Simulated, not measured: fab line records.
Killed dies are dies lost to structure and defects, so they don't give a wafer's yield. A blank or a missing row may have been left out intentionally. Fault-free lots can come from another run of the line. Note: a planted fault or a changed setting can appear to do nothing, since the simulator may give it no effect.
Chamber matching	flow nand-harc	NHARC_P_BONDPAD_ACTIVATE_29 on rie-diel-02: 4 sister chambers
The step chemistry N2, time 60 s. 33 wafers are shown with their chamber, then 12 later ones without.

== EACH WAFER AND ITS CHAMBER ==
wafer	chamber	drypump-motor-current-A (A)	oes-product-au (a.u.)	rf-vpp-V (V)
L074.3	0	5.8	0.999	65.0
L074.4	1	6.4	0.995	64.6
L074.6	1	6.4	0.993	62.3
L075.1	2	5.7	0.986	64.4
L075.4	1	6.4	0.986	63.2
L075.6	2	5.7	0.985	63.0
L079.3	1	6.4	1.013	63.4
L079.4	3	6.1	1.002	64.0
L079.6	0	5.8	0.987	66.2
L082.1	2	5.7	0.996	64.4
L082.2	3	6.1	1.015	64.8
L082.4	1	6.4	1.007	64.2
L083.1	3	6.1	1.007	65.3
L083.4	1	6.4	1.006	63.5
L083.5	1	6.4	1.001	63.7
L087.1	3	6.1	1.013	65.0
L087.3	1	6.4	1.009	63.3
L087.5	3	6.0	1.007	64.0
L086.1	1	6.4	1.007	63.9
L086.2	3	6.1	1.009	62.9
L086.4	2	5.7	0.997	63.1
L085.1	3	6.1	1.006	64.8
L085.2	0	5.8	0.992	64.4
L085.5	1	6.4	1.005	63.7
L088.3	3	6.1	1.009	63.6
L088.4	1	6.4	1.009	63.4
L088.6	3	6.1	1.008	64.3
L090.1	0	5.8	0.986	65.7
L090.2	1	6.4	0.998	63.9
L090.6	3	6.1	1.005	64.9
L091.2	2	5.7	0.997	62.8
L091.3	1	6.4	0.992	63.5
L091.6	3	6.1	0.999	64.4

SIGNATURES, as means of the wafers listed above
reading	chamber 0	chamber 1	chamber 2	chamber 3	scatter within a chamber
drypump-motor-current-A	5.800	6.400	5.700	6.091	0.0177
oes-product-au	0.99100	1.00162	0.99220	1.00727	0.00658
rf-vpp-V	65.325	63.585	63.540	64.364	0.668
Rule: a wafer lies at a distance from a chamber equal to the root of the sum of squares, over the readings, of (its reading less the chamber's mean, divided by the reading's scatter). If the next closest chamber is less than 2 further off than the closest, the wafer can't be placed; otherwise it belongs to the closest. How the scatter is found: for the shown wafers, subtract from each reading the mean of its chamber, square and add these, divide the total by (wafers less chambers), then take the root.

== WAFERS WITHOUT THEIR CHAMBER ==
wafer	drypump-motor-current-A (A)	oes-product-au (a.u.)	rf-vpp-V (V)
L093.2	5.7	1.004	63.5
L093.5	6.4	1.002	64.1
L093.6	5.7	1.004	63.3
L092.2	6.1	1.007	62.9
L092.3	6.4	1.003	61.8
L092.6	6.3	1.006	65.1
L095.2	6.1	1.002	64.2
L095.3	5.7	1.017	64.8
L095.4	5.8	0.990	64.3
L097.4	5.7	1.000	64.0
L097.5	5.8	0.977	65.0
L097.6	6.1	1.000	64.7

== WHICH CHAMBER EACH WENT THROUGH ==
wafer	from the rows above	in truth
L093.2	2	2
L093.5	1	1
L093.6	2	2
L092.2	3	3
L092.3	1	1
L092.6	1	1
L095.2	3	3
L095.3	2	2
L095.4	0	0
L097.4	2	2
L097.5	0	0
L097.6	3	3
Correctly placed: 12 of 12. Not placeable from these rows: 0. Number placed wrongly: 0.
